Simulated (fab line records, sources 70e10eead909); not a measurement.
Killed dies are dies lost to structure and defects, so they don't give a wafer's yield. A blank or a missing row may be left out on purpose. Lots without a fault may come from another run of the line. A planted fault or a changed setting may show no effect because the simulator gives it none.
Chamber matching | flow nand_harc | NHARC_P_CONTACT_ALD_22 on ald_metal-04: 4 sister chambers
The step deposits TiN, target thk 3 nm, pulse time 1 s, ald cycles 150. 4 wafers are shown with their chamber, then 12 later ones without.

WAFERS WITH THEIR CHAMBER
wafer  | chamber | heater_power_w (W)
L083.1 | 1       | 1025
L090.5 | 0       | 967
L090.4 | 3       | 991
L090.6 | 2       | 1094

WAFERS WITHOUT THEIR CHAMBER
wafer  | heater_power_w (W)
L091.2 | 974
L091.5 | 962
L091.6 | 970
L094.1 | 964
L094.3 | 1046
L094.4 | 1031
L096.1 | 1031
L096.2 | 936
L096.3 | 956
L096.4 | 953
L096.5 | 937
L096.6 | 1045

WHICH CHAMBER EACH WENT THROUGH
wafer  | from the rows above     | in truth
L091.2 | can't be placed: 0 or 3 | 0
L091.5 | can't be placed: 0 or 3 | 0
L091.6 | can't be placed: 0 or 3 | 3
L094.1 | can't be placed: 0 or 3 | 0
L094.3 | can't be placed: 1 or 2 | 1
L094.4 | 1                       | 1
L096.1 | 1                       | 1
L096.2 | can't be placed: 0 or 3 | 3
L096.3 | can't be placed: 0 or 3 | 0
L096.4 | can't be placed: 0 or 3 | 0
L096.5 | can't be placed: 0 or 3 | 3
L096.6 | can't be placed: 1 or 2 | 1
Placed correctly: 2 of 12. Can't be placed from these rows: 10 (the true chamber is among the candidates in 10). Placed wrongly: 0.
How it was worked out, from the rows above alone: a wafer's distance from a chamber is the root of the sum, over the readings, of the square of ((its reading less the chamber's mean) divided by the reading's scatter). The wafer belongs to the nearest chamber; if the next one is less than 2 further off, it can't be placed. A chamber's mean is the mean of its shown wafers. The scatter: with one shown wafer a chamber, the root of the mean of the squares of how far each hidden wafer lies from its nearest shown one.
